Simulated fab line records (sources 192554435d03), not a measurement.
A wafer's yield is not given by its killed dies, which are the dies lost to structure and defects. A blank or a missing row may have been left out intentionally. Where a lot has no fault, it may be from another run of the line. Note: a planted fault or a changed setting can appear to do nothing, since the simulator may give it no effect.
fab line records -- flow n5_finfet
record lots=7, wafers=21
route steps=1938 shown BEOL_M13@1696 BEOL_M14@1743
start_h: the number of hours between the record's first day and the start of the first shown wafer of the lot -- wait_h: time in hours since the lot's previous step -- " as in the row above -- L1.1+2: several wafers, shown together as one row -- - either no value or no given start -- * or withheld: withheld -- < > ~ a bound
route shown NAME@n: NAME is a module with steps in the file, n the number in the route of the first one -- usual: mean/standard deviation taken from wafers without a fault -- same: alike in all rows -- chamber/n: place in a boat -- sites: per-site readings -- _std_site: standard deviation across them -- _edge_site: the outer-site mean with the inner-site mean subtracted -- radius_mm: for every site, how far away it sits from the centre of the wafer -- mask NAME#n: copy n -- behind: the most recent tool/chamber to have shaped the wafer -- hold: cause of the lot's hold/its duration in hours/its outcome -- device: which transistor (n, p or np) failed to switch -- end of line: the same wafers' tests at the end of the route -- a step without rows: its recipe alone -- killed: dies lost to structure and defects at the first sort, not the wafer's yield -- map: a wafer's dies, marking killed ones x, the rest . and places with no die _
set.NAME: the setting as run; set.NAME@STEP: as run at that earlier step -- model.NAME: the simulator's own value behind a step, which no gauge read
lots run with intentionally changed settings; tables by step, rows by wafer
## steps
# step N5_BEOL_M13_TRENCH_ETCH_34
# recipe chemistry=C4F8/O2/Ar, target=SiOC, target_depth_a=4134.7, mask_material=SOC, pressure_mtorr=30, source_w=3000, bias_w=700, Ar_flow_sccm=400, C4F8_flow_sccm=15, O2_flow_sccm=8, he_inner_torr=15, he_outer_torr=30, time_s=162.6, ion_energy_ev=250
lot.wafer,tool,chamber,start_h,wait_h,set.time_s,model.etch.depth_nm
L075.1,rie_diel-02,0,249.93,0.0,162.6,416.1
L075.2,rie_diel-02,2,249.93,0.0,141.6,369.7
L075.4,rie_diel-02,1,249.93,0.0,162.6,411.9
L082.2,rie_diel-02,2,302.92,0.0,162.6,425.5
L082.3,rie_diel-02,1,302.92,0.0,162.6,426.6
L082.5,rie_diel-02,2,302.92,0.0,162.6,428.9
L085.4,rie_diel-06,0,314.85,0.0,162.6,411.1
L085.5,rie_diel-06,0,314.85,0.0,162.6,410.5
L085.6,rie_diel-06,3,314.85,0.0,162.6,416.3
L086.2,rie_diel-06,2,334.67,0.0,145.4,371.5
L086.3,rie_diel-06,1,334.67,0.0,145.4,374.9
L086.4,rie_diel-06,0,334.67,0.0,145.4,366.6
L087.1,rie_diel-02,3,335.07,0.0,178.7,436.1
L087.2,rie_diel-02,0,335.07,0.0,162.6,411.2
L087.6,rie_diel-02,1,335.07,0.0,178.7,463.8
L089.1,rie_diel-04,0,352.33,0.0,162.6,407
L089.2,rie_diel-04,3,352.33,0.0,162.6,425.3
L089.4,rie_diel-04,0,352.33,0.0,162.6,405.4
L091.1,rie_diel-06,2,367.16,0.0,162.6,405.6
L091.4,rie_diel-06,0,367.16,0.0,162.6,408.1
L091.6,rie_diel-06,2,367.16,0.0,133.9,340.1
# step N5_BEOL_M13_STRIP_70
# recipe chemistry=C4F8/O2/Ar, resist=SiARC, rf_frequency_hz=6e+07
# step N5_BEOL_M13_OCD_MEAS_35
# usual trench_depth_nm=412/9.3
lot.wafer,tool,chamber,start_h,wait_h,set.time_s@BEOL_M13_TRENCH_ETCH_34,trench_depth_nm
L075.1,ocd-02,-,250.11,0.0,162.6,417
L075.2,ocd-02,-,250.11,0.0,141.6,370
L075.4,ocd-02,-,250.11,0.0,162.6,412
L082.2,ocd-01,-,303.09,0.0,162.6,425
L082.3,ocd-01,-,303.09,0.0,162.6,427
L082.5,ocd-01,-,303.09,0.0,162.6,429
L085.4,ocd-02,-,315.03,0.0,162.6,411
L085.5,ocd-02,-,315.03,0.0,162.6,410
L085.6,ocd-02,-,315.03,0.0,162.6,416
L086.2,ocd-02,-,334.84,0.0,145.4,371
L086.3,ocd-02,-,334.84,0.0,145.4,375
L086.4,ocd-02,-,334.84,0.0,145.4,367
L087.1,ocd-01,-,335.24,0.0,178.7,436
L087.2,ocd-01,-,335.24,0.0,162.6,411
L087.6,ocd-01,-,335.24,0.0,178.7,464
L089.1,ocd-01,-,352.50,0.0,162.6,407
L089.2,ocd-01,-,352.50,0.0,162.6,425
L089.4,ocd-01,-,352.50,0.0,162.6,405
L091.1,ocd-02,-,367.34,0.0,162.6,406
L091.4,ocd-02,-,367.34,0.0,162.6,408
L091.6,ocd-02,-,367.34,0.0,133.9,341
# step N5_BEOL_M13_STRIP_37
# recipe chemistry=N2/H2, power_w=1000, temp_c=250, h2_frac=0.65, overash_fraction=0.3, pressure_mtorr=withheld, n2_flow_sccm=1750, h2_flow_sccm=3250
# step N5_BEOL_M13_ETCH_38
# recipe chemistry=CF4/N2, target=SiCN, target_depth_a=675, taper_deg=2, time_s=71.9, ion_energy_ev=150, mask_material=SiO2, pressure_mtorr=40, source_w=430, bias_w=70, Ar_flow_sccm=100, cf4_flow_sccm=60, n2_flow_sccm=60
# step N5_BEOL_M13_ECD_47
# recipe material=Cu, target_thk_a=9360
# step N5_BEOL_M13_ANNEAL_48
# recipe temp_c=225, time_s=90, ambient=N2
# step N5_BEOL_M13_CMP_49
# recipe stop_on=SiOC, t_overpolish_s=17.1, down_force_psi=1, platen_rpm=50, clearing_platen_down_force_psi=1.5, clearing_platen_rpm=50, post_cmp_clean=cu_alkaline, target_thk_nm=420, clearing_platen_pad_velocity_m_s=0.99484, pad_velocity_m_s=0.99484
lot.wafer,tool,chamber,start_h,wait_h,set.time_s@BEOL_M13_TRENCH_ETCH_34,model.Cu_of_BEOL_M13_ECD_47.thk_nm
L075.1,cmp-02,1,251.60,0.3,162.6,418.8
L075.4,cmp-02,2,251.60,0.3,162.6,418
L075.2,cmp-02,3,251.60,0.3,141.6,374.6
L082.3,cmp-04,1,312.10,0.3,162.6,431.8
L082.2,cmp-04,3,312.10,0.3,162.6,434.2
L082.5,cmp-04,1,312.10,0.3,162.6,435.6
L085.4,cmp-04,2,320.07,0.4,162.6,418.8
L085.6,cmp-04,1,320.07,0.4,162.6,421.6
L085.5,cmp-04,2,320.07,0.4,162.6,416.8
L086.2,cmp-01,0,337.74,0.2,145.4,374.6
L086.4,cmp-01,2,337.74,0.2,145.4,372.4
L086.3,cmp-01,3,337.74,0.2,145.4,380.6
L087.1,cmp-02,2,337.92,0.3,178.7,442.2
L087.2,cmp-02,3,337.92,0.3,162.6,416.4
L087.6,cmp-02,1,337.92,0.3,178.7,468.2
L089.1,cmp-02,3,354.05,0.3,162.6,413.4
L089.4,cmp-02,0,354.05,0.3,162.6,409.8
L089.2,cmp-02,2,354.05,0.3,162.6,432.2
L091.4,cmp-01,1,369.49,0.2,162.6,413.2
L091.1,cmp-01,2,369.49,0.2,162.6,412.2
L091.6,cmp-01,3,369.49,0.2,133.9,346
# step N5_BEOL_M13_THK_MEAS_50
# recipe thk_meas_gauge=xrf, reads=Cu_of_BEOL_M13_ECD_47
# usual M13_THK=419/10
lot.wafer,tool,chamber,start_h,wait_h,set.time_s@BEOL_M13_TRENCH_ETCH_34,M13_THK[nm]
L075.1,film_metro-02,-,251.85,-,162.6,419
L075.2,film_metro-02,-,251.85,-,141.6,376
L075.4,film_metro-02,-,251.85,-,162.6,416
L082.2,film_metro-01,-,312.36,-,162.6,430
L082.3,film_metro-01,-,312.36,-,162.6,430
L082.5,film_metro-01,-,312.36,-,162.6,430
L085.4,film_metro-01,-,320.33,-,162.6,415
L085.5,film_metro-01,-,320.33,-,162.6,412
L085.6,film_metro-01,-,320.33,-,162.6,418
L086.2,film_metro-02,-,338.03,-,145.4,377
L086.3,film_metro-02,-,338.03,-,145.4,380
L086.4,film_metro-02,-,338.03,-,145.4,373
L087.1,film_metro-01,-,338.14,-,178.7,447
L087.2,film_metro-01,-,338.14,-,162.6,419
L087.6,film_metro-01,-,338.14,-,178.7,469
L089.1,film_metro-01,-,354.34,-,162.6,417
L089.2,film_metro-01,-,354.34,-,162.6,434
L089.4,film_metro-01,-,354.34,-,162.6,413
L091.1,film_metro-01,-,369.71,-,162.6,411
L091.4,film_metro-01,-,369.71,-,162.6,412
L091.6,film_metro-01,-,369.71,-,133.9,344
# step N5_BEOL_M13_PRE_CLEAN_52
# recipe gas=NH3, time_s=15, temp_c=withheld, rf_power_w=300
# step N5_BEOL_M13_DEP_53
# recipe material=SiCN, target_thk_a=500, temp_c=withheld, precursor=3MS/NH3, pressure_torr=3, rf_w=675, time_s=17.8
# step N5_BEOL_M13_RS_MEAS_54
# recipe thk_meas_gauge=four-point-probe, reads=Cu_of_BEOL_M13_ECD_47+Ta_of_BEOL_M13_SPUTTER_44+TaN_of_BEOL_M13_SPUTTER_43
# usual M13_RS=0.0452/0.001
lot.wafer,tool,chamber,start_h,wait_h,set.time_s@BEOL_M13_TRENCH_ETCH_34,M13_RS[ohm/sq]
L075.1,film_metro-01,-,251.98,0.0,162.6,0.0452
L075.2,film_metro-01,-,251.98,0.0,141.6,0.0506
L075.4,film_metro-01,-,251.98,0.0,162.6,0.0451
L082.2,film_metro-01,-,312.49,0.1,162.6,0.0436
L082.3,film_metro-01,-,312.49,0.1,162.6,0.0437
L082.5,film_metro-01,-,312.49,0.1,162.6,0.0433
L085.4,film_metro-02,-,320.49,0.1,162.6,0.0450
L085.5,film_metro-02,-,320.49,0.1,162.6,0.0453
L085.6,film_metro-02,-,320.49,0.1,162.6,0.0448
L086.2,film_metro-02,-,338.16,0.1,145.4,0.0505
L086.3,film_metro-02,-,338.16,0.1,145.4,0.0498
L086.4,film_metro-02,-,338.16,0.1,145.4,0.0509
L087.1,film_metro-02,-,338.27,0.0,178.7,0.0426
L087.2,film_metro-02,-,338.27,0.0,162.6,0.0453
L087.6,film_metro-02,-,338.27,0.0,178.7,0.0403
L089.1,film_metro-02,-,354.47,0.0,162.6,0.0456
L089.2,film_metro-02,-,354.47,0.0,162.6,0.0437
L089.4,film_metro-02,-,354.47,0.0,162.6,0.0460
L091.1,film_metro-02,-,369.84,0.0,162.6,0.0458
L091.4,film_metro-02,-,369.84,0.0,162.6,0.0457
L091.6,film_metro-02,-,369.84,0.0,133.9,0.0550
# step N5_BEOL_M14_PEB_26
# recipe peb_temp_c=130, peb_time_s=90
lot.wafer,tool,chamber,start_h,wait_h,set.peb_temp_c
L075.1+2+4,litho_track-02,0,253.29,0.1,130
L082.2+3,litho_track-04,0,314.18,0.0,130
L082.5,litho_track-04,0,314.18,0.0,126.8
L085.4+5+6,litho_track-03,0,321.86,0.0,130
L086.2+3+4,litho_track-03,0,339.87,0.0,130
L087.1,litho_track-02,0,339.90,0.1,127.3
L087.2+6,litho_track-02,0,339.90,0.1,130
L089.1+2+4,litho_track-03,0,356.22,0.1,130
L091.1+4,litho_track-03,0,371.38,0.1,127.1
L091.6,litho_track-03,0,371.38,0.1,130
# step N5_BEOL_M14_DEVELOP_27
# recipe develop_time_s=45, rinse_liquid=diw, dry=air_spin, dev_temp_c=21
# step N5_BEOL_M14_HARDBAKE_32
# recipe temp_c=130, time_s=120
# step N5_BEOL_M14_CD_MEAS_28
# recipe target_cd_nm=284.4, landing_energy_ev=500, detector=se_inlens
# usual cd_nm=286.1/2.1
lot.wafer,tool,chamber,start_h,wait_h,set.peb_temp_c@BEOL_M14_PEB_26,cd_nm
L075.1,cd_sem-01,0,253.40,-,130,282.6
L075.2,cd_sem-01,0,253.40,-,130,287.4
L075.4,cd_sem-01,0,253.40,-,130,285.6
L082.2,cd_sem-01,0,314.29,-,130,287.2
L082.3,cd_sem-01,0,314.29,-,130,289.3
L082.5,cd_sem-01,0,314.29,-,126.8,269.9
L085.4,cd_sem-03,0,321.98,-,130,286.5
L085.5,cd_sem-03,0,321.98,-,130,283.2
L085.6,cd_sem-03,0,321.98,-,130,284.1
L086.2,cd_sem-02,0,339.99,-,130,282.3
L086.3,cd_sem-02,0,339.99,-,130,283.9
L086.4,cd_sem-02,0,339.99,-,130,281.9
L087.1,cd_sem-03,0,340.02,-,127.3,269.3
L087.2,cd_sem-03,0,340.02,-,130,286.8
L087.6,cd_sem-03,0,340.02,-,130,284.4
L089.1,cd_sem-01,0,356.34,-,130,283.6
L089.2,cd_sem-01,0,356.34,-,130,282.7
L089.4,cd_sem-01,0,356.34,-,130,285.9
L091.1,cd_sem-01,0,371.49,-,127.1,267.3
L091.4,cd_sem-01,0,371.49,-,127.1,268.4
L091.6,cd_sem-01,0,371.49,-,130,287.2
# step N5_BEOL_M14_DESCUM_33
# recipe chemistry=O2, time_s=7.9, source_power_w=50, bias_power_w=20, pressure_mtorr=20, rf_frequency_hz=2.712e+07, temp_c=40, o2_flow_sccm=225
lot.wafer,tool,chamber,start_h,wait_h,set.peb_temp_c@BEOL_M14_PEB_26,model.BEOL_M14.cd_nm
L075.1,rie_diel-01,0,253.49,0.0,130,282.4
L075.2,rie_diel-01,1,253.49,0.0,130,287.4
L075.4,rie_diel-01,3,253.49,0.0,130,285.6
L082.2,rie_diel-03,1,314.56,0.2,130,287
L082.3,rie_diel-03,3,314.56,0.2,130,289.2
L082.5,rie_diel-03,1,314.56,0.2,126.8,270
L085.4,rie_diel-01,0,322.07,0.0,130,286.6
L085.5,rie_diel-01,3,322.07,0.0,130,283.2
L085.6,rie_diel-01,0,322.07,0.0,130,283.8
L086.2,rie_diel-03,0,340.27,0.2,130,282.6
L086.3,rie_diel-03,2,340.27,0.2,130,283.8
L086.4,rie_diel-03,1,340.27,0.2,130,281.6
L087.1,rie_diel-01,3,340.55,0.5,127.3,269.2
L087.2,rie_diel-01,0,340.55,0.5,130,287
L087.6,rie_diel-01,0,340.55,0.5,130,284.2
L089.1,rie_diel-01,0,356.59,0.2,130,283.6
L089.2,rie_diel-01,3,356.59,0.2,130,283
L089.4,rie_diel-01,1,356.59,0.2,130,285.6
L091.1,rie_diel-01,0,371.58,0.0,127.1,267.2
L091.4,rie_diel-01,1,371.58,0.0,127.1,268.4
L091.6,rie_diel-01,0,371.58,0.0,130,287
# step N5_BEOL_M14_ETCH_67
# recipe chemistry=CF4, target=SiARC, target_depth_a=1430, time_s=238.3, ion_energy_ev=80, pressure_mtorr=40, source_w=545, bias_w=36, Ar_flow_sccm=100, cf4_flow_sccm=100, ends=cleared
lot.wafer,tool,chamber,start_h,wait_h,set.peb_temp_c@BEOL_M14_PEB_26,model.BEOL_M14.cd_nm
L075.1,rie_diel-01,0,253.52,0.0,130,277.8
L075.2,rie_diel-01,1,253.52,0.0,130,281.8
L075.4,rie_diel-01,3,253.52,0.0,130,282.2
L082.2,rie_diel-03,1,314.59,0.0,130,281.6
L082.3,rie_diel-03,3,314.59,0.0,130,283.8
L082.5,rie_diel-03,1,314.59,0.0,126.8,264.4
L085.4,rie_diel-01,0,322.10,0.0,130,281
L085.5,rie_diel-01,3,322.10,0.0,130,279.6
L085.6,rie_diel-01,0,322.10,0.0,130,278.6
L086.2,rie_diel-03,0,340.31,0.0,130,276.8
L086.3,rie_diel-03,2,340.31,0.0,130,279.8
L086.4,rie_diel-03,1,340.31,0.0,130,276
L087.1,rie_diel-01,3,340.59,0.0,127.3,265.8
L087.2,rie_diel-01,0,340.59,0.0,130,282
L087.6,rie_diel-01,0,340.59,0.0,130,279.4
L089.1,rie_diel-01,0,356.62,0.0,130,278.2
L089.2,rie_diel-01,3,356.62,0.0,130,279
L089.4,rie_diel-01,1,356.62,0.0,130,279.8
L091.1,rie_diel-01,0,371.62,0.0,127.1,261.4
L091.4,rie_diel-01,1,371.62,0.0,127.1,262.4
L091.6,rie_diel-01,0,371.62,0.0,130,281.4
# step N5_BEOL_M14_ETCH_68
# recipe chemistry=N2/H2, target=SOC, mask_material=SiARC, source_w=3000, bias_w=350, temp_c=40, time_s=450, ion_energy_ev=200, pressure_mtorr=30, n2_flow_sccm=200, h2_flow_sccm=200
lot.wafer,tool,chamber,start_h,wait_h,set.peb_temp_c@BEOL_M14_PEB_26,model.BEOL_M14.cd_nm
L075.1,rie_diel-01,0,253.67,0.1,130,280.6
L075.2,rie_diel-01,1,253.67,0.1,130,279
L075.4,rie_diel-01,3,253.67,0.1,130,286.4
L082.2,rie_diel-03,1,314.74,0.1,130,283.8
L082.3,rie_diel-03,3,314.74,0.1,130,282.6
L082.5,rie_diel-03,1,314.74,0.1,126.8,266.4
L085.4,rie_diel-01,0,322.25,0.1,130,277.8
L085.5,rie_diel-01,3,322.25,0.1,130,281.6
L085.6,rie_diel-01,0,322.25,0.1,130,275
L086.2,rie_diel-03,0,340.45,0.1,130,278.8
L086.3,rie_diel-03,2,340.45,0.1,130,285.4
L086.4,rie_diel-03,1,340.45,0.1,130,276.4
L087.1,rie_diel-01,3,340.74,0.1,127.3,266.8
L087.2,rie_diel-01,0,340.74,0.1,130,278.6
L087.6,rie_diel-01,0,340.74,0.1,130,276.4
L089.1,rie_diel-01,0,356.77,0.1,130,274.4
L089.2,rie_diel-01,3,356.77,0.1,130,281.2
L089.4,rie_diel-01,1,356.77,0.1,130,278.8
L091.1,rie_diel-01,0,371.76,0.1,127.1,256.6
L091.4,rie_diel-01,1,371.76,0.1,127.1,261.6
L091.6,rie_diel-01,0,371.76,0.1,130,276.6
## key
split step=N5_BEOL_M13_TRENCH_ETCH_34, setting=time_s, stated=162.6, by=wafer
response step=N5_BEOL_M13_TRENCH_ETCH_34, reading=model.etch.depth_nm, change=+3.7, per=1%, r=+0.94
response step=N5_BEOL_M13_OCD_MEAS_35, reading=trench_depth_nm, change=+3.69, per=1%, r=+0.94
response step=N5_BEOL_M13_CMP_49, reading=model.Cu_of_BEOL_M13_ECD_47.thk_nm, change=+3.69, per=1%, r=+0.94
response step=N5_BEOL_M13_THK_MEAS_50, reading=M13_THK, change=+3.69, per=1%, r=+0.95
response step=N5_BEOL_M13_RS_MEAS_54, reading=M13_RS, change=-0.000472, per=1%, r=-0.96
split step=N5_BEOL_M14_PEB_26, setting=peb_temp_c, stated=130, by=wafer
response step=N5_BEOL_M14_CD_MEAS_28, reading=cd_nm, change=+7.96, per=1%, r=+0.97
response step=N5_BEOL_M14_DESCUM_33, reading=model.BEOL_M14.cd_nm, change=+7.91, per=1%, r=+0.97
response step=N5_BEOL_M14_ETCH_67, reading=model.BEOL_M14.cd_nm, change=+7.78, per=1%, r=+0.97
response step=N5_BEOL_M14_ETCH_68, reading=model.BEOL_M14.cd_nm, change=+6.69, per=1%, r=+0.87
